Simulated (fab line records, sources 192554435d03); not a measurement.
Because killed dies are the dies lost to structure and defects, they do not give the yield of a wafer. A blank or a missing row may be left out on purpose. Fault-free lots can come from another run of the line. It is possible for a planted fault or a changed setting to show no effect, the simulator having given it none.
Split-lot trial | flow n5-finfet | 21 wafers read from 7 lots, route of 1938 steps

THE SPLIT
At N5_BEOL_M7_ILD_DEP_00 (deposits SiCOH lowk from DEMS/porogen, target thk 179.75 nm, time 33.4 s), the setting time-s was moved away from the recipe's 33.4 s on 8 of the 21 wafers read, by -11.9% to +6.7%. For the rest of the wafers, this setting stayed at what the recipe calls for.

FROM SPLIT TO READING: 1 step shown by the file between the two
- N5_BEOL_M7_CURE_74: cures SiCOH lowk, time 240 s

THE READING
Values of M7_ILD_THK in nm from N5_BEOL_M7_THK_MEAS_01. Fault-free wafers of this fab line usually give 154.8 nm, standard deviation 2 nm.

wafer  | tool, chamber at the split | time-s as run, s | against the recipe | M7_ILD_THK, nm | against lot-mates on the recipe
L074.3 | pecvd-02, 2                | 33.4             | recipe             | 154.8          | -
L074.5 | pecvd-02, 0                | 33.4             | recipe             | 156.7          | -
L074.6 | pecvd-02, 1                | 33.4             | recipe             | 156.5          | -
L076.2 | pecvd-04, 2                | 33.4             | recipe             | 151.0          | -
L076.4 | pecvd-04, 0                | 29.61            | -11.3%             | 137.8          | -16.1
L076.5 | pecvd-04, 1                | 33.4             | recipe             | 156.8          | -
L087.1 | pecvd-04, 0                | 35.63            | +6.7%              | 165.1          | no lot-mate on the recipe
L087.5 | pecvd-04, 1                | 35.63            | +6.7%              | 164.0          | no lot-mate on the recipe
L087.6 | pecvd-04, 0                | 35.63            | +6.7%              | 167.1          | no lot-mate on the recipe
L088.1 | pecvd-04, 0                | 33.4             | recipe             | 153.7          | -
L088.3 | pecvd-04, 2                | 33.4             | recipe             | 153.0          | -
L088.6 | pecvd-04, 2                | 33.4             | recipe             | 154.2          | -
L090.3 | pecvd-02, 1                | 30.21            | -9.6%              | 137.3          | -17.4
L090.4 | pecvd-02, 1                | 30.21            | -9.6%              | 141.2          | -13.5
L090.6 | pecvd-02, 0                | 33.4             | recipe             | 154.7          | -
L092.3 | pecvd-03, 2                | 29.43            | -11.9%             | 137.8          | -18.7
L092.5 | pecvd-03, 2                | 33.4             | recipe             | 157.0          | -
L092.6 | pecvd-03, 0                | 33.4             | recipe             | 156.0          | -
L091.2 | pecvd-04, 0                | 35.48            | +6.2%              | 161.1          | +6.2
L091.3 | pecvd-04, 2                | 33.4             | recipe             | 153.9          | -
L091.5 | pecvd-04, 2                | 33.4             | recipe             | 155.8          | -

FIT RESULTS
A straight line over all 21 wafers: M7_ILD_THK changes by +1.51 nm for each +1% of time-s; r = +0.98; the points scatter about the line by 1.8 nm.
The same after taking each lot's own level away (the mean of its wafers on the recipe; 18 wafers): +1.48 nm for each +1%; r = +0.98; scatter 1.6 nm.
That fit puts the effect of the largest move of time-s on the reading at 18 nm.
Measured against the standard deviation above, the lots' own levels, which go from 153.63 to 156.50 nm, span 1.4 times it.
Consequently the slope shifts little with the lot-to-lot level, the two slopes agreeing.
Check: for one of the wafers moved furthest among these (-11.9%), held out of the fit, the line's prediction against its lot-mates is -17.6 nm. Against them it came out at -18.7 nm.

ADDITIONAL SPLITS CARRIED BY THESE WAFERS
Other splits were also applied to these wafers ahead of the reading. Each is held against what the fit with the lots' levels taken away leaves over:
other split on the same wafers    | wafers away from the commonest value | r with M7_ILD_THK (lot level and that fit taken away)
N5_BEOL_M4_COAT_76 spin-rpm       | 7                                    | -0.51
N5_BEOL_M5_HM_DEP_02 target-thk-a | 6                                    | +0.37
N5_BEOL_M5_ETCH_41 source-w       | 8                                    | +0.05

THE WHOLE CHAIN: every reading that the file lists as answering this split, in the file's order
step                   | what it does                                                             | reading                                                                                  | change (the file's fit)              | r (the file's)
N5_BEOL_M7_ILD_DEP_00  | deposits SiCOH lowk from DEMS/porogen, target thk 179.75 nm, time 33.4 s | SiCOH_lowk_of_BEOL_M7_ILD_DEP_00.thk-nm (the simulator's own value, which no gauge read) | +1.69 nm for each +1% of the setting | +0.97
N5_BEOL_M7_CURE_74     | cures SiCOH lowk, time 240 s                                             | SiCOH_lowk_of_BEOL_M7_ILD_DEP_00.thk-nm (the simulator's own value, which no gauge read) | +1.48 nm for each +1% of the setting | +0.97
N5_BEOL_M7_THK_MEAS_01 |                                                                          | M7_ILD_THK                                                                               | +1.48 for each +1% of the setting    | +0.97

THE FILE'S OWN FIT
M7_ILD_THK changes by +1.48 nm for each +1% of time-s, r = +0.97.
